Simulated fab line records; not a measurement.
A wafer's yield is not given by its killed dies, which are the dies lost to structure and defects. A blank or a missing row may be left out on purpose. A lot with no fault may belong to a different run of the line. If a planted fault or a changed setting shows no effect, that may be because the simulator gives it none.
A lot that was struck, set against a sound lot    flow n5-finfet    43 out of 1938 route steps
Sound: wafers L818.1, L818.2, L818.4. Wafers L817.1, L817.2, L817.6 were the ones struck. The cause comes at the end.
Per side, at each step with rows, come the tool, then ch with its chambers, and then its first start. Under that, the readings that differ: sound wafers    struck wafers    difference of the means    sigmas: that difference in standard deviations of wafers without a fault.
alike: readings with means less than 2 such deviations apart, plus words and numbers identical on both sides. not compared: withheld readings, readings lacking a value on some wafer, bounds such as >300 that could conceal the same value, and numbers that have no deviation in the record and whose values overlap.
A row with sigmas, a row that says differs or no value, or rows on one side alone: a step with any of these is where the two part. Numbers that don't overlap but have no deviation are shown without sigmas and don't part them. A reading that every wafer of one side lacks parts them only if that side has two wafers or more.

first, 3 steps without rows for these wafers: N5_MOL_CONTACT_COAG_PRECLEAN_127 (cleans in DIW, time 57.5 s); N5_MOL_CONTACT_COAG_SRD_128 (dry time 32 s); N5_MOL_CONTACT_COAG_CMP_52 (polishes, stops on SiO2, t overpolish 1.5 s, target thk 66.5 nm).
N5_MOL_CONTACT_COAG_THK_MEAS_53:
  sound on film-metro-01, day 10 19:12; struck on film-metro-01, day 10 16:19
  alike: VIA_MOL_THK
then, 1 step without rows for these wafers: N5_MOL_CONTACT_COAG_ANNEAL_112 (time 1800 s).
N5_MOL_CONTACT_COAG_INSPECT_97: inspects for defects (darkfield).
  sound on defect-inspect-02, day 10 22:23; struck on defect-inspect-02, day 10 19:22
  alike: raw-defect-count
then, 2 steps without rows for these wafers: N5_BEOL_M0_SAQP_PECVD_00 (deposits SiCN from 3MS/NH3, target thk 8 nm, time 14 s); N5_BEOL_M0_SAQP_ILD_DEP_01 (deposits SiOC from DEMS/O2, target thk 45.419 nm, time 8.7 s).
N5_BEOL_M0_SAQP_HM_DEP_02: deposits TiN, target thk 12 nm.
  sound on pvd-sputter-03, day 10 23:25; struck on pvd-sputter-03, day 10 21:46
  alike: susceptor-temp-C, throttle-valve-pct
then, 2 steps without rows for these wafers: N5_BEOL_M0_SAQP_PECVD_03 (deposits SiCN from 3MS/NH3, target thk 12 nm, time 21.1 s); N5_BEOL_M0_SAQP_PECVD_96 (deposits a-Si from SiH4/He, target thk 45 nm, time 45.2 s).
N5_BEOL_M0_SAQP_PECVD_97: deposits SiNx from SiH4/NH3/N2, target thk 23 nm, time 19.9 s.
  sound on pecvd-02 ch 1,2, day 10 23:37; struck on pecvd-03 ch 2, day 10 22:08
  no value came back on the struck wafers for any of 6 readings (chamber-pressure-Torr (Torr), heater-power-outer-w (W) and others); on the sound wafers chamber-pressure-Torr (Torr) reads 1.502 1.501 1.501
then, 1 step without rows for these wafers: N5_BEOL_M0_SAQP_PECVD_04 (deposits a-Si from SiH4/He, target thk 60 nm, time 60.2 s).
N5_BEOL_M0_SAQP_THK_MEAS_05:
  sound on film-metro-01, day 10 23:45; struck on film-metro-01, day 10 22:28
  alike: thk-nm
then, 9 steps without rows for these wafers: N5_BEOL_M0_SAQP_HM_DEP_111 (deposits SiO2 from SiH4/N2O, target thk 12 nm, time 7.2 s); N5_BEOL_M0_SAQP_COAT_81 (time 60 s, resist thk 100 nm); N5_BEOL_M0_SAQP_COAT_82 (time 60 s, resist thk 30 nm); N5_BEOL_M0_SAQP_COAT_08 (resist thk 90 nm); N5_BEOL_M0_SAQP_EBR_10; N5_BEOL_M0_SAQP_SOFTBAKE_09 (time 60 s); N5_BEOL_M0_SAQP_EXPOSE_11 (exposes mask M0 CORE, target cd 42 nm); N5_BEOL_M0_SAQP_PEB_12 (peb time 60 s); N5_BEOL_M0_SAQP_DEVELOP_13 (develop time 30 s).
N5_BEOL_M0_SAQP_CD_MEAS_14: the cd target is 42.5 nm.
  sound on cd-sem-01 ch 0, day 11 00:20; struck on cd-sem-03 ch 0, day 10 22:50
  alike: cd-nm
N5_BEOL_M0_SAQP_OVL_MEAS_15:
  sound on overlay-01 ch 0, day 11 00:22; struck on overlay-01 ch 0, day 10 22:52
  alike: M0_CORE_OVL
N5_BEOL_M0_SAQP_INSPECT_16: inspects for defects (brightfield).
  sound on defect-inspect-02, day 11 00:23; struck on defect-inspect-01, day 10 22:53
reading           sound        struck        difference  sigmas
raw-defect-count  415 275 432  624 846 1006  +451        +4
then, 1 step without rows for these wafers: N5_BEOL_M0_SAQP_DESCUM_19 (chemistry O2, time 7.9 s).
N5_BEOL_M0_SAQP_ETCH_83: etches SiARC in CF4, target depth 39 nm, time 65 s.
  sound on rie-diel-03 ch 1,3, day 11 00:27; struck on rie-diel-02 ch 0,1,3, day 10 22:57
reading                sound           struck          difference  sigmas
oes-product-au (a.u.)  0.57 0.59 0.57  0.77 0.74 0.70  +0.16       +2
  alike: chamber-pressure-mTorr, drypump-motor-current-A, etch-rf-on-time-s, rf-vpp-V, showerhead-plenum-p-Torr, throttle-valve-pct
  not compared: rf-hours-counter-h
then, 2 steps without rows for these wafers: N5_BEOL_M0_SAQP_ETCH_84 (etches SOC in N2/H2, target depth 100 nm, overetch 20 nm, time 150 s); N5_BEOL_M0_SAQP_STRIP_80 (strips in N2/H2).
N5_BEOL_M0_SAQP_HM_OPEN_112: chemistry CHF3/O2, target SiO2, stops on a-Si, target depth 12 nm, time 13.5 s.
  sound on rie-diel-03 ch 1,3, day 11 00:37; struck on rie-diel-02 ch 0,1,3, day 10 23:07
reading                 sound              struck             difference  sigmas
throttle-valve-pct (%)  19.29 18.71 19.30  18.58 18.62 18.63  -0.49       -2
  alike: chamber-pressure-mTorr, drypump-motor-current-A, oes-product-au, rf-vpp-V, showerhead-plenum-p-Torr
  not compared: rf-hours-counter-h
then, 1 step without rows for these wafers: N5_BEOL_M0_SAQP_STRIP_113 (strips in CHF3/O2).
N5_BEOL_M0_SAQP_MANDREL_ETCH_20: etches a-Si in HBr/Cl2, stops on SiNx, target depth 60 nm, bt time 10 s, time 30 s.
  sound on rie-si-06 ch 1,2,3, day 11 00:41; struck on rie-si-05 ch 1,3, day 10 23:11
  alike: chamber-pressure-mTorr, drypump-motor-current-A, oes-product-au, throttle-valve-pct
  not compared: rf-hours-counter-h
then, 3 steps without rows for these wafers: N5_BEOL_M0_SAQP_STRIP_86 (strips in N2/H2); N5_BEOL_M0_SAQP_STRIP_115 (strips in post etch residue remover, time 60 s); N5_BEOL_M0_SAQP_SRD_93 (time 30 s).
N5_BEOL_M0_SAQP_RECESS_114: chemistry HF/NH3, target SiO2, target depth 14.4 nm, afs cycles 3, sublimation time 60 s.
  sound on vapor-etch-01 ch 0,1, day 11 01:08; struck on vapor-etch-01 ch 0,1, day 10 23:28
  alike: drypump-motor-current-A
then, 3 steps without rows for these wafers: N5_BEOL_M0_SAQP_SPACER1_ALD_98 (deposits SiO2, target thk 12.8 nm, pulse time 1 s, purge time 2 s); N5_BEOL_M0_SAQP_SPACER1_ETCHBACK_99 (etches SiO2 in CHF3/O2, target depth 15.4 nm, time 7.7 s); N5_BEOL_M0_SAQP_MANDREL1_REMOVE_100 (chemistry HBr/Cl2/O2, target a-Si, stops on SiNx, bt time 10 s).
N5_BEOL_M0_SAQP_CD_MEAS_25: the cd target is 13.1 nm.
  sound on cd-sem-03 ch 0, day 11 02:19; struck on cd-sem-02 ch 0, day 11 00:31
  alike: cd-nm
N5_BEOL_M0_SAQP_CD_MEAS_29: the cd target is 14.4 nm.
  sound on cd-sem-03 ch 0, day 11 04:04; struck on cd-sem-01 ch 0, day 11 03:07
reading     sound              struck  difference                     sigmas
cd-nm (nm)  15.37 14.94 14.77  - - -   no value on the struck wafers  
N5_BEOL_M4_RC_MEAS_101:
  the record has rows for the sound wafers here (prober-02 ch 0, day 13 14:50) and none for the struck ones

WHERE THEY PART
First at N5_BEOL_M0_SAQP_PECVD_97; last, within this record, at N5_BEOL_M4_RC_MEAS_101.

WHY: whatever the simulator had introduced
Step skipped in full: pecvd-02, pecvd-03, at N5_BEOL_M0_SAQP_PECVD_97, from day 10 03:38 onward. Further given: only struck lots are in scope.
